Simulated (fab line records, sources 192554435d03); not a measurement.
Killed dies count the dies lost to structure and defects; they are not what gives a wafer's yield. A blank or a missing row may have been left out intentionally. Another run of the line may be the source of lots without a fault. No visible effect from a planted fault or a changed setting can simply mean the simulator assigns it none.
fab line records -- flow n5Finfet
record lots=3, wafers=8, lastDay=18
route steps=1938 shown BEOL_M0_SAQP@642 BEOL_M4@1111 PASSIVATION@1936
lots that met no fault: from a run of the same line without faults
startH: hours from the record's first day to the start of the lot's first wafer shown -- waitH: hours from the lot's prior step to this one -- " same as the row above -- L1.1+2: several wafers, shown together as one row -- - either no value or no given start -- * or withheld: withheld -- < > ~ a bound
route shown NAME@n: names a module that has steps shown in the file, with the first one's number in the route -- usual: mean/standard deviation taken from wafers without a fault -- same: alike in all rows -- chamber/n: place in a boat -- sites: readings site by site -- _std_site: how widely they spread, as a standard deviation -- _edge_site: outer sites' mean less inner sites' -- radiusMm: for every site, how far away it sits from the centre of the wafer -- mask NAME#n: copy n -- behind: tool/chamber where the wafer was last shaped -- hold: why the lot went on hold/how many hours it stayed there/how the hold came to an end -- device: the n, p or np transistor that did not switch -- end of line: the tests these same wafers got at the end of their route -- for a step that has no rows: nothing shown but its recipe -- killed: dies lost to structure and defects at the first sort, not the wafer's yield -- map: a wafer's dies, x killed, . not, _ none there
set.NAME: the setting the step ran with; set.NAME@STEP: the setting that earlier step ran with -- model.NAME: the simulator's own value behind a step, which no gauge read
certain route steps with their lots: each step a table, each wafer a row
services: the hour from which a tool's chamber was out of use, counted from the record's first day as startH (under 0 if before that day), plus the number of hours and why
## steps
# step N5_BEOL_M0_SAQP_COAT_82
# recipe resist=SiARC, tempC=220, timeS=60, spinRpm=1500, resistThkNm=30
# step N5_BEOL_M0_SAQP_COAT_08
# recipe resist=CAR-ArF, spinRpm=1500, resistThkNm=90
# step N5_BEOL_M0_SAQP_EBR_10
# recipe solvent=PGMEA, ebrWidthMm=1.5
# step N5_BEOL_M0_SAQP_SOFTBAKE_09
# recipe tempC=110, timeS=60, resist=CAR-ArF
# step N5_BEOL_M0_SAQP_EXPOSE_11
# recipe maskId=M0_CORE, na=1.35, sourceShape=dipole, sigmaInner=0.538, sigmaOuter=0.738, polarization=te, targetCdNm=42, doseMj=55
# step N5_BEOL_M0_SAQP_PEB_12
# recipe pebTempC=withheld, pebTimeS=60, resist=CAR-ArF
# step N5_BEOL_M0_SAQP_DEVELOP_13
# recipe developTimeS=30, developer=TMAH, resist=CAR-ArF, devTempC=23, rinseLiquid=diw, dry=airSpin
# step N5_BEOL_M0_SAQP_DESCUM_19
# recipe chemistry=O2, timeS=7.9, sourcePowerW=50, biasPowerW=20, pressureMtorr=20, rfFrequencyHz=2.712e+07, tempC=40, resist=CAR-ArF, o2FlowSccm=225
# step N5_BEOL_M0_SAQP_ETCH_83
# recipe chemistry=CF4, target=SiARC, targetDepthA=390, maskMaterial=CAR-ArF, timeS=65, ionEnergyEv=80, pressureMtorr=40, sourceW=545, biasW=36, Ar_flow_sccm=100, cf4FlowSccm=100, ends=cleared
# step N5_BEOL_M0_SAQP_ETCH_84
# recipe chemistry=N2/H2, target=SOC, targetDepthA=1000, overetchA=200, maskMaterial=SiARC, tempC=40, timeS=150, ionEnergyEv=200, pressureMtorr=30, sourceW=840, biasW=150, n2FlowSccm=200, h2FlowSccm=200
# usual drypumpMotorCurrentA=5.7/0.33, h2FlowSccm=200.0/0.61, oesProductAu=0.70/0.069, rfVppV=522.9/3, showerheadPlenumPTorr=2.51/0.1, throttleValvePct=17.87/0.23
lot.wafer,tool,chamber,startH,waitH,drypumpMotorCurrentA,h2FlowSccm,oesProductAu,rfHoursCounterH,rfVppV,showerheadPlenumPTorr,throttleValvePct,model.etch.depthNm,model.SiARC_of_BEOL_M0_SAQP_COAT_82.thkNm
L510.2,rieDiel-05,2,169.46,0.0,6.1,200.7,0.64,202,525.2,2.63,17.53,100.2,24.2
L510.3,rieDiel-05,3,169.46,0.0,5.6,199.1,0.85,11,523.0,2.50,17.74,99.84,24.2
L510.6,rieDiel-05,3,169.46,0.0,5.6,199.6,0.84,-,521.2,2.50,17.74,100.1,24.2
L511.2,rieDiel-06,1,175.47,0.0,5.9,198.8,0.68,135,515.9,2.35,18.19,100.3,24.2
L511.3,rieDiel-06,2,175.47,0.0,5.9,200.2,0.66,163,520.6,2.44,18.20,100.7,24.6
L511.5,rieDiel-06,0,175.47,0.0,5.7,200.3,0.74,-,527.9,2.68,17.95,100.3,24.6
L521.4,rieDiel-05,1,230.23,0.0,5.2,199.5,0.77,38,520.9,2.48,17.76,100.8,24.6
L521.5,rieDiel-05,2,230.23,0.0,6.0,200.3,0.57,-,525.9,2.62,17.58,82.91,26.2
# step N5_BEOL_M0_SAQP_STRIP_80
# recipe chemistry=N2/H2, tempC=40, n2FlowSccm=200, h2FlowSccm=200, rfFrequencyHz=6e+07
# step N5_BEOL_M0_SAQP_HM_OPEN_112
# recipe chemistry=CHF3/O2, target=SiO2, stopOn=a-Si, targetDepthA=120, overEtchFrac=1.25, maskMaterial=SOC, timeS=13.5, pressureMtorr=30, sourceW=650, biasW=170, Ar_flow_sccm=200, CHF3_flow_sccm=50, O2_flow_sccm=5, ionEnergyEv=200, ends=endPoint
# usual drypumpMotorCurrentA=5.7/0.33, oesProductAu=0.51/0.051, rfVppV=522/4.4, showerheadPlenumPTorr=2.38/0.091, throttleValvePct=18.88/0.21
lot.wafer,tool,chamber,startH,waitH,drypumpMotorCurrentA,oesProductAu,rfHoursCounterH,rfVppV,showerheadPlenumPTorr,throttleValvePct,model.SiARC_of_BEOL_M0_SAQP_COAT_82.thkNm
L510.2,rieDiel-05,2,169.57,0.0,6.0,0.47,202,523,2.48,18.63,5
L510.3,rieDiel-05,3,169.57,0.0,5.6,0.62,11,525,2.38,18.65,4.4
L510.6,rieDiel-05,3,169.57,0.0,5.6,0.61,-,526,2.38,18.67,4.4
L511.2,rieDiel-06,1,175.58,0.0,5.9,0.49,135,527,2.23,19.20,5
L511.3,rieDiel-06,2,175.58,0.0,5.9,0.48,164,516,2.31,19.17,5.8
L511.5,rieDiel-06,0,175.58,0.0,5.7,0.53,-,522,2.53,18.88,5.8
L521.4,rieDiel-05,1,230.33,0.0,5.2,0.56,38,515,2.36,18.78,5
L521.5,rieDiel-05,2,230.33,0.0,6.0,0.34,-,522,2.48,18.63,7.2
# step N5_BEOL_M0_SAQP_STRIP_113
# recipe chemistry=CHF3/O2, resist=SiARC, rfFrequencyHz=6e+07
# step N5_BEOL_M0_SAQP_MANDREL_ETCH_20
# recipe targetDepthA=600, chemistry=HBr/Cl2, target=a-Si, stopOn=SiNx, btTimeS=10, maskMaterial=SOC, overEtchFrac=0.5, timeS=30, pressureMtorr=10, icpW=800, biasW=75, HBr_flow_sccm=150, Cl2_flow_sccm=80, ends=endPoint
# usual drypumpMotorCurrentA=5.8/0.42, heBacksideLeakSccm=2.8/0.4, mfcCl2Sccm=80.03/0.24, oesProductAu=0.771/0.011, throttleValvePct=35.29/0.3
lot.wafer,tool,chamber,startH,waitH,drypumpMotorCurrentA,heBacksideLeakSccm,mfcCl2Sccm,oesProductAu,rfHoursCounterH,throttleValvePct
L510.2,rieSi-05,3,169.65,0.0,6.1,3.0,79.89,0.758,110,35.03
L510.3,rieSi-05,1,169.65,0.0,5.8,3.0,79.78,0.775,88,34.97
L510.6,rieSi-05,1,169.65,0.0,5.8,3.0,79.59,0.782,-,34.92
L511.2,rieSi-04,2,175.66,0.0,6.1,2.8,80.02,0.783,79,35.22
L511.3,rieSi-04,3,175.66,0.0,5.5,2.9,80.42,0.781,82,35.43
L511.5,rieSi-04,3,175.66,0.0,5.5,2.6,80.14,0.782,-,35.42
L521.4,rieSi-02,2,230.42,0.0,6.0,2.2,80.30,0.773,6,35.69
L521.5,rieSi-02,1,230.42,0.0,6.2,3.7,80.24,0.337,-,35.92
# step N5_BEOL_M0_SAQP_STRIP_86
# recipe chemistry=N2/H2, powerW=500, tempC=40, pressureMtorr=50, rfFrequencyHz=6e+07, overashFraction=0.3, biasPowerW=28, h2Frac=0.5, n2FlowSccm=300, h2FlowSccm=300
# step N5_BEOL_M0_SAQP_STRIP_115
# recipe chemistry=postEtchResidueRemover, timeS=60, tempC=25, removerPh=withheld, removerWaterWtPct=withheld, removerFluorideWtPct=withheld
# step N5_BEOL_M0_SAQP_SRD_93
# recipe dry=ipaMarangoni, timeS=30, tempC=23, rinseLiquid=diw
# step N5_BEOL_M0_SAQP_RECESS_114
# recipe chemistry=HF/NH3, target=SiO2, targetDepthA=144, afsCycles=3, tempC=30, sublimationTempC=180, sublimationTimeS=60
# step N5_BEOL_M0_SAQP_SPACER1_ALD_98
# recipe material=SiO2, targetThkA=128, tempC=300, aldPrecursorFamily=BDEAS, aldCoReactant=O2-plasma, pulseTimeS=1, purgeTimeS=2, coReactantPurgeTimeS=2, aldCycles=138, pressureTorr=2
# step N5_BEOL_M0_SAQP_SPACER1_ETCHBACK_99
# recipe chemistry=CHF3/O2, mode=anisotropicEtchback, target=SiO2, targetDepthA=154, timeS=7.7, pressureMtorr=30, sourceW=650, biasW=170, Ar_flow_sccm=200, CHF3_flow_sccm=50, O2_flow_sccm=5, ionEnergyEv=200
# usual drypumpMotorCurrentA=5.7/0.33, oesProductAu=0.79/0.083, rfVppV=522/4.8, showerheadPlenumPTorr=2.40/0.11, throttleValvePct=18.96/0.24
lot.wafer,tool,chamber,startH,waitH,drypumpMotorCurrentA,oesProductAu,rfHoursCounterH,rfVppV,showerheadPlenumPTorr,throttleValvePct
L510.2,rieDiel-06,2,170.74,0.3,5.9,0.73,162,516,2.31,19.25
L510.3,rieDiel-06,1,170.74,0.3,5.9,0.77,133,526,2.23,19.30
L510.6,rieDiel-06,0,170.74,0.3,5.7,0.81,-,523,2.53,18.93
L511.2,rieDiel-02,0,176.95,0.4,5.4,0.70,237,521,2.47,18.89
L511.3,rieDiel-02,3,176.95,0.4,5.5,0.75,158,530,2.40,18.96
L511.5,rieDiel-02,1,176.95,0.4,6.4,0.79,-,527,2.53,19.23
L521.4,rieDiel-05,1,231.86,0.3,5.2,0.87,38,514,2.36,18.85
L521.5,rieDiel-05,1,231.86,0.3,5.2,0.32,-,512,2.36,18.73
# step N5_BEOL_M0_SAQP_MANDREL1_REMOVE_100
# recipe chemistry=HBr/Cl2/O2, btTimeS=10, target=a-Si, stopOn=SiNx, endpoint=OES-SiCl, overEtchFrac=0.85, icpW=600, biasW=30, HBr_flow_sccm=150, Cl2_flow_sccm=80, O2_flow_sccm=5, pressureMtorr=10
# usual drypumpMotorCurrentA=5.8/0.49, heBacksideLeakSccm=2.9/0.48, mfcCl2Sccm=80.04/0.25, oesProductAu=0.995/0.012, throttleValvePct=36.47/0.27
lot.wafer,tool,chamber,startH,waitH,drypumpMotorCurrentA,heBacksideLeakSccm,mfcCl2Sccm,oesProductAu,rfHoursCounterH,throttleValvePct,model.BEOL_M0_SAQP.cdNm
L510.2,rieSi-04,3,170.83,0.1,5.5,2.8,79.63,1.014,81,36.69,12.8
L510.3,rieSi-04,1,170.83,0.1,6.1,2.4,80.35,0.999,6,36.41,12.8
L510.6,rieSi-04,1,170.83,0.1,6.1,2.4,79.75,1.004,-,36.42,12.8
L511.2,rieSi-02,2,177.04,0.1,6.0,2.3,80.23,0.996,5,36.96,12.6
L511.3,rieSi-02,1,177.04,0.1,6.3,3.6,79.84,0.975,155,36.34,12.8
L511.5,rieSi-02,2,177.04,0.1,6.0,2.3,79.99,0.991,-,36.96,12.8
L521.4,rieSi-04,2,231.94,0.1,6.1,2.9,79.72,1.010,80,36.47,13
L521.5,rieSi-04,1,231.94,0.1,6.1,2.3,79.95,0.391,-,36.41,41.8
# step N5_BEOL_M0_SAQP_CD_MEAS_25
# recipe targetCdNm=13.1, landingEnergyEv=1000, detector=seInlens
# usual cdNm=12.79/0.2
lot.wafer,tool,chamber,startH,waitH,cdNm
L510.2,cdSem-01,0,170.94,0.1,12.87
L510.3,cdSem-01,0,170.94,0.1,12.45
L510.6,cdSem-01,0,170.94,0.1,12.86
L511.2,cdSem-02,0,177.15,0.1,12.65
L511.3,cdSem-02,0,177.15,0.1,12.69
L511.5,cdSem-02,0,177.15,0.1,12.55
L521.4,cdSem-03,0,232.06,0.1,12.96
L521.5,cdSem-03,0,232.06,0.1,-
# step N5_BEOL_M0_SAQP_ETCH_101
# recipe chemistry=CH3F/O2, target=SiNx, maskMaterial=SiO2, targetDepthA=299, timeS=42.7, pressureMtorr=30, sourceW=395, biasW=73, Ar_flow_sccm=150, CH3F_flow_sccm=30, O2_flow_sccm=20, ionEnergyEv=120
# step N5_BEOL_M0_SAQP_ETCH_102
# recipe chemistry=CF4, target=SiO2, targetDepthA=40, ionEnergyEv=350, timeS=4.4, pressureMtorr=10, icpW=800, biasW=400, cf4FlowSccm=80
# step N5_BEOL_M0_SAQP_MANDREL_ETCH_103
# recipe chemistry=HBr/Cl2, target=a-Si, targetDepthA=450, btTimeS=10, stopOn=SiCN, maskMaterial=SiO2, overEtchFrac=0.8, timeS=27, pressureMtorr=10, icpW=800, biasW=75, HBr_flow_sccm=150, Cl2_flow_sccm=80, ends=endPoint
# step N5_BEOL_M0_SAQP_RECESS_104
# recipe chemistry=HF/NH3, target=SiO2, targetDepthA=180, afsCycles=3, tempC=30, sublimationTempC=180, sublimationTimeS=60
# step N5_BEOL_M0_SAQP_COAT_105
# recipe resist=SOC, tempC=250, timeS=60, spinRpm=1500, resistThkNm=100
# step N5_BEOL_M0_SAQP_ETCH_106
# recipe chemistry=N2/H2, target=SOC, targetDepthA=1500, stopOn=SiNx, ionEnergyEv=100, biasW=61, pressureMtorr=30, sourceW=850, n2FlowSccm=200, h2FlowSccm=200
# step N5_BEOL_M0_SAQP_ETCH_107
# recipe chemistry=CH3F/O2, target=SiNx, targetDepthA=300, maskMaterial=SOC, pressureMtorr=30, sourceW=395, biasW=73, Ar_flow_sccm=150, CH3F_flow_sccm=30, O2_flow_sccm=20, ionEnergyEv=120
# step N5_BEOL_M0_SAQP_STRIP_108
# recipe chemistry=N2/H2, powerW=500, tempC=40, pressureMtorr=50, rfFrequencyHz=6e+07, overashFraction=0.3, biasPowerW=28, h2Frac=0.5, n2FlowSccm=300, h2FlowSccm=300
# step N5_BEOL_M0_SAQP_RECESS_109
# recipe chemistry=HF/NH3, target=SiO2, targetDepthA=30, afsCycles=1, tempC=30, sublimationTempC=180, sublimationTimeS=60
# step N5_BEOL_M0_SAQP_SPACER2_ALD_26
# recipe material=SiO2, targetThkA=150, tempC=300, aldPrecursorFamily=BDEAS, aldCoReactant=O2-plasma, pulseTimeS=1, purgeTimeS=2, coReactantPurgeTimeS=2, pressureTorr=2
# step N5_BEOL_M0_SAQP_SPACER2_ETCHBACK_27
# recipe chemistry=CHF3/O2, mode=anisotropicEtchback, target=SiO2, targetDepthA=225, timeS=11.25, pressureMtorr=30, sourceW=650, biasW=170, Ar_flow_sccm=200, CHF3_flow_sccm=50, O2_flow_sccm=5, ionEnergyEv=200
# step N5_BEOL_M0_SAQP_MANDREL2_REMOVE_110
# recipe chemistry=HBr/Cl2/O2, btTimeS=10, target=a-Si, stopOn=SiCN, endpoint=OES-SiCl, overEtchFrac=1, icpW=600, biasW=30, HBr_flow_sccm=150, Cl2_flow_sccm=80, O2_flow_sccm=5, pressureMtorr=10
# step N5_BEOL_M0_SAQP_CD_MEAS_29
# recipe targetCdNm=14.4, landingEnergyEv=1000, detector=seInlens
# usual cdNm=15.00/0.22
lot.wafer,tool,chamber,startH,waitH,cdNm
L510.2,cdSem-03,0,172.69,0.1,14.98
L510.3,cdSem-03,0,172.69,0.1,15.29
L510.6,cdSem-03,0,172.69,0.1,14.84
L511.2,cdSem-03,0,179.58,0.1,14.76
L511.3,cdSem-03,0,179.58,0.1,15.03
L511.5,cdSem-03,0,179.58,0.1,14.99
L521.4,cdSem-01,0,234.66,0.1,14.99
L521.5,cdSem-01,0,234.66,0.1,-
# step N5_BEOL_M0_SAQP_COAT_69
# recipe resist=SOC, tempC=250, timeS=60, spinRpm=1500, resistThkNm=90
# step N5_BEOL_M0_SAQP_COAT_72
# recipe resist=SiARC, tempC=220, timeS=60, spinRpm=1500, resistThkNm=15
# step N5_BEOL_M0_SAQP_COAT_87
# recipe resist=underlayer, tempC=205, timeS=60, spinRpm=1500, resistThkNm=5
# step N5_BEOL_M0_SAQP_COAT_34
# recipe resist=CAR-EUV, spinRpm=1500, resistThkNm=30
# step N5_BEOL_M4_RC_MEAS_101
# usual DIBL_N=36.3/1.6, DIBL_P=36.5/1.6, IOFF_N=0.163/0.026, IOFF_P=0.22/0.033, ION_N=676/9.9, ION_P=464/6.5, SS_N=71.5/0.5, SS_P=73.3/0.64, VT_N=249.3/2.9, VT_P=-250/3.2
lot.wafer,tool,chamber,startH,waitH,DIBL_N[mV/V],DIBL_P[mV/V],IOFF_N[nA/um],IOFF_P[nA/um],ION_N[uA/um],ION_P[uA/um],SS_N[mV/dec],SS_P[mV/dec],VT_N[mV],VT_P[mV]
L510.2,prober-02,0,254.54,0.2,35.6,35.8,0.148,0.21,676,454,72.2,73.1,248.0,-250
L510.3,prober-02,0,254.54,0.2,35.1,35.2,0.147,0.20,685,475,71.0,73.3,250.1,-250
L510.6,prober-02,0,254.54,0.2,37.0,37.3,0.172,0.23,678,465,71.0,73.6,248.6,-249
L511.2,prober-01,0,257.92,0.2,35.9,36.6,0.155,0.22,668,465,71.4,73.5,249.2,-248
L511.3,prober-01,0,257.92,0.2,36.9,37.0,0.171,0.23,669,461,71.7,73.5,248.5,-246
L511.5,prober-01,0,257.92,0.2,35.1,35.6,0.145,0.22,666,462,71.0,73.2,254.2,-248
L521.4,prober-01,0,309.69,0.5,35.9,36.4,0.150,0.21,681,466,71.1,73.1,249.6,-251
# step N5_PASSIVATION_PROBE_49
# usual defectLimitedYield=91.2/1.5, killed_at_M0_to_M3=32/9.6, killed_at_M4_up=13/5.3, killedAtContacts=13/6.7, killedAtFrontEnd=42/11, killedAtOther=3.8/2.9, killedDies=103/17, killedOnRim=14/4.4, killedOpen=67/13, killedShort=35/7.9, sort_bin_5_function=5.2/0.94, sort_bin_6_memory=3.3/0.64, sortNPass=1077/17, sortYieldPct=91.2/1.5
# same grossDies=1180, killedAtBackSide=0, sort_bin_4_leakage[%]=0, sort_bin_8_speed[%]=0
lot.wafer,tool,chamber,startH,waitH,defectLimitedYield[%],killed_at_M0_to_M3,killed_at_M4_up,killedAtContacts,killedAtFrontEnd,killedAtOther,killedDies,killedOnRim,killedOpen,killedShort,sort_bin_5_function[%],sort_bin_6_memory[%],sortNPass,sortYieldPct[%]
L510.2,prober-02,-,358.30,0.1,90.8,33,13,10,47,6,109,14,76,32,5.1,3.7,1071,90.8
L510.3,prober-02,-,358.35,0.1,89.2,38,13,18,51,7,127,10,87,39,6.2,4.0,1053,89.2
L510.6,prober-02,-,358.50,0.3,92.9,32,4,8,36,4,84,9,52,31,4.1,2.9,1096,92.9
L511.2,prober-01,-,367.08,0.1,92.0,39,6,10,34,5,94,11,56,38,4.7,2.7,1086,92.0
L511.3,prober-01,-,367.13,0.1,91.8,27,11,9,43,7,97,22,63,31,5.0,3.1,1083,91.8
L511.5,prober-01,-,367.23,0.2,92.4,18,7,10,46,9,90,15,61,27,4.9,2.5,1090,92.4
L521.5,prober-01,-,432.77,0.2,0,1097,13,20,50,0,1180,152,71,32,96.7,3.1,0,0
# killed by level:class
L510.2 BEOL_M0_SAQP:geometricParticle:open=10 STI_FIN_REVEAL:geometricParticle:open=9 ILD0:geometricParticle:open=8 BEOL_M3:geometricParticle:open=7 MOL_CONTACT_COAG:geometricParticle:open=6 ILD0:geometricParticle:short=5 GATE_CUT:geometricParticle:short=5 BEOL_M1:geometricParticle:open=5
L510.3 MOL_CONTACT_COAG:geometricParticle:open=16 STI_FIN_REVEAL:geometricParticle:open=13 BEOL_M0_SAQP:geometricParticle:short=10 BEOL_M0_SAQP:geometricParticle:open=10 FIN_SAQP:geometricParticle:open=8 BEOL_M3:geometricParticle:open=8 GATE_CUT:geometricParticle:short=7 FIN_SAQP:geometricParticle:short=6
L510.6 STI_FIN_REVEAL:geometricParticle:open=9 BEOL_M0_SAQP:geometricParticle:open=9 BEOL_M0_SAQP:geometricParticle:short=7 BEOL_M1:geometricParticle:open=6 ILD0:geometricParticle:open=5 GATE_CUT:geometricParticle:short=5 MOL_CONTACT_COAG:geometricParticle:open=5 FIN_SAQP:geometricParticle:short=4
L511.2 BEOL_M3:geometricParticle:open=9 STI_FIN_REVEAL:geometricParticle:open=8 MOL_CONTACT_COAG:geometricParticle:open=8 STI_FIN_REVEAL:geometricParticle:short=5 DUMMY_GATE:geometricParticle:open=5 GATE_CUT:geometricParticle:open=5 BEOL_M0:geometricParticle:short=5 BEOL_M2:geometricParticle:open=5
L511.3 DUMMY_GATE:geometricParticle:open=10 BEOL_M3:geometricParticle:open=10 FIN_SAQP:geometricParticle:short=6 FIN_SAQP:geometricParticle:open=5 STI_FIN_REVEAL:geometricParticle:open=5 MOL_CONTACT_COAG:geometricParticle:open=5 DUMMY_GATE:geometricParticle:short=4 GATE_CUT:geometricParticle:short=4
L511.5 STI_FIN_REVEAL:geometricParticle:open=12 DUMMY_GATE:geometricParticle:open=12 BEOL_M3:geometricParticle:open=8 MOL_CONTACT_COAG:geometricParticle:open=7 FIN_SAQP:geometricParticle:short=5 GATE_CUT:geometricParticle:short=5 BEOL_M4:geometricParticle:open=4 MOL_CONTACT_COAG:geometricParticle:short=3
L521.5 BEOL_M0_SAQP:areaEtch=1076 MOL_CONTACT_COAG:geometricParticle:open=18 FIN_SAQP:geometricParticle:short=14 FIN_SAQP:geometricParticle:open=12 STI_FIN_REVEAL:geometricParticle:open=8 BEOL_M3:geometricParticle:open=6 BEOL_M0_SAQP:geometricParticle:open=5 ILD0:geometricParticle:short=4
# map L521.5 (x killed, . not)
_________________xxxxxxxxxxxx________________
______________xxxxxxxxxxxxxxxxxx_____________
___________xxxxxxxxxxxxxxxxxxxxxxxx__________
__________xxxxxxxxxxxxxxxxxxxxxxxxxx_________
________xxxxxxxxxxxxxxxxxxxxxxxxxxxxxx_______
_______xxxxxxxxxxxxxxxxxxxxxxxxxxxxxxxx______
______xxxxxxxxxxxxxxxxxxxxxxxxxxxxxxxxxx_____
_____xxxxxxxxxxxxxxxxxxxxxxxxxxxxxxxxxxxx____
____xxxxxxxxxxxxxxxxxxxxxxxxxxxxxxxxxxxxxx___
___xxxxxxxxxxxxxxxxxxxxxxxxxxxxxxxxxxxxxxxx__
___xxxxxxxxxxxxxxxxxxxxxxxxxxxxxxxxxxxxxxxx__
__xxxxxxxxxxxxxxxxxxxxxxxxxxxxxxxxxxxxxxxxxx_
__xxxxxxxxxxxxxxxxxxxxxxxxxxxxxxxxxxxxxxxxxx_
_xxxxxxxxxxxxxxxxxxxxxxxxxxxxxxxxxxxxxxxxxxxx
_xxxxxxxxxxxxxxxxxxxxxxxxxxxxxxxxxxxxxxxxxxxx
_xxxxxxxxxxxxxxxxxxxxxxxxxxxxxxxxxxxxxxxxxxxx
_xxxxxxxxxxxxxxxxxxxxxxxxxxxxxxxxxxxxxxxxxxxx
_xxxxxxxxxxxxxxxxxxxxxxxxxxxxxxxxxxxxxxxxxxxx
_xxxxxxxxxxxxxxxxxxxxxxxxxxxxxxxxxxxxxxxxxxxx
_xxxxxxxxxxxxxxxxxxxxxxxxxxxxxxxxxxxxxxxxxxxx
_xxxxxxxxxxxxxxxxxxxxxxxxxxxxxxxxxxxxxxxxxxxx
__xxxxxxxxxxxxxxxxxxxxxxxxxxxxxxxxxxxxxxxxxx_
__xxxxxxxxxxxxxxxxxxxxxxxxxxxxxxxxxxxxxxxxxx_
___xxxxxxxxxxxxxxxxxxxxxxxxxxxxxxxxxxxxxxxx__
___xxxxxxxxxxxxxxxxxxxxxxxxxxxxxxxxxxxxxxxx__
____xxxxxxxxxxxxxxxxxxxxxxxxxxxxxxxxxxxxxx___
_____xxxxxxxxxxxxxxxxxxxxxxxxxxxxxxxxxxxx____
______xxxxxxxxxxxxxxxxxxxxxxxxxxxxxxxxxx_____
_______xxxxxxxxxxxxxxxxxxxxxxxxxxxxxxxx______
________xxxxxxxxxxxxxxxxxxxxxxxxxxxxxx_______
__________xxxxxxxxxxxxxxxxxxxxxxxxxx_________
___________xxxxxxxxxxxxxxxxxxxxxxxx__________
______________xxxxxxxxxxxxxxxxxx_____________
_________________xxxxxxxxxxxx________________
# map L510.3 (x killed, . not)
_________________...........x________________
______________.............x...._____________
___________x...........x....x......__________
__________............x............._________
________................x......x......_______
_______.x..xx...x.x..........x.x.......______
______.............................x...._____
_____x....x...x........................x.____
____......xx.x........................x...___
___..................x..............x.x....__
___.....................x.....x........x..x__
__..............x.....x.............xx...x.._
__......x........xx....x....xx........x..x.._
_...x...x...............x.x......x.....x..x..
_...........x.....x..................x.......
_..............x.....xx.............x.x.....x
_...........x.x......................xx...x..
_......x....xxx........x.........x.x...x.....
_......x.x.............x.x.............x.....
_.x..x.................x.....................
_..x...........xx............................
__...x.........x.xx.................x......._
__........x.............x..................._
___..............x.......x.xx......x.......__
___.............x..........................__
____....xx.......x.x.....xx.x.............___
_____...................x..x.......x.....____
______............x...x.......x.....x..._____
_______..x.....x.........x.....x.....x.______
________......x...................xx.._______
__________......x....x.........x...._________
___________.x........x.x...........__________
______________......x.....x....._____________
_________________............________________
## services
tool,chamber,startH,hours,kind
rieSi-05,0,145.84,-,clean
rieSi-05,0,145.84,24.0,scheduledDown
rieSi-05,0,145.84,24.0,ventCycle
rieDiel-06,0,151.75,8.8,repair
rieDiel-06,3,160.69,-,clean
rieDiel-06,3,160.69,-,consumableReplace:focusRing
rieDiel-06,3,160.69,-,consumableReplace:showerhead
rieDiel-06,3,160.69,18.1,scheduledDown
rieDiel-06,3,160.69,18.1,ventCycle
rieSi-05,0,179.77,2.8,repair
rieDiel-06,1,185.66,1.9,repair
rieDiel-02,2,186.31,1.2,repair
rieDiel-02,-,211.42,0.1,repair
rieDiel-02,0,219.73,-,clean
rieDiel-02,0,219.73,-,consumableReplace:focusRing
rieDiel-02,0,219.73,32.4,scheduledDown
rieDiel-02,0,219.73,32.4,ventCycle
## key
firstSign step=N5_BEOL_M0_SAQP_HM_OPEN_112, reading=oesProductAu, direction=down, sigmas=3.4, usual=0.51, struck=0.34
effect step=N5_BEOL_M0_SAQP_MANDREL_ETCH_20, reading=oesProductAu, direction=down, sigmas=38, usual=0.771, struck=0.337
effect step=N5_BEOL_M0_SAQP_SPACER1_ETCHBACK_99, reading=oesProductAu, direction=down, sigmas=5.6, usual=0.79, struck=0.32
effect step=N5_BEOL_M0_SAQP_MANDREL1_REMOVE_100, reading=oesProductAu, direction=down, sigmas=50, usual=0.995, struck=0.391
effect step=N5_BEOL_M0_SAQP_CD_MEAS_25, reading=cdNm, direction=missing
effect step=N5_BEOL_M0_SAQP_CD_MEAS_29, reading=cdNm, direction=missing
effect step=N5_PASSIVATION_PROBE_49, reading=killed_at_M0_to_M3, direction=up, sigmas=99+, usual=32, struck=1097
modelEffect step=N5_BEOL_M0_SAQP_ETCH_84, value=etch.depthNm, without=100.7, struck=82.91
modelEffect step=N5_BEOL_M0_SAQP_HM_OPEN_112, value=SiARC_of_BEOL_M0_SAQP_COAT_82.thkNm, without=5.4, struck=7.2
modelEffect step=N5_BEOL_M0_SAQP_MANDREL1_REMOVE_100, value=BEOL_M0_SAQP.cdNm, without=12.8, struck=41.8
moreKillsBornAt N5_BEOL_M0_SAQP_ETCH_84@rieDiel-05=1076
metAt N5_BEOL_M0_SAQP_ETCH_84
struckWafers L521.5
laterRowsLeftOut L521.5
onsetBetween 169.46 230.23
fault kind=processParameterDrift, tool=rieDiel-05, chamber=-, onsetH=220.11, steps=N5_BEOL_M0_SAQP_ETCH_84, channel=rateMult, offset=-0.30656, shape=step, endH=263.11, scope=struckWafersOnly
# laterRowsLeftOut: the simulator's readings of these wafers behind a module that went badly wrong aren't trusted and aren't shown, but for the sort
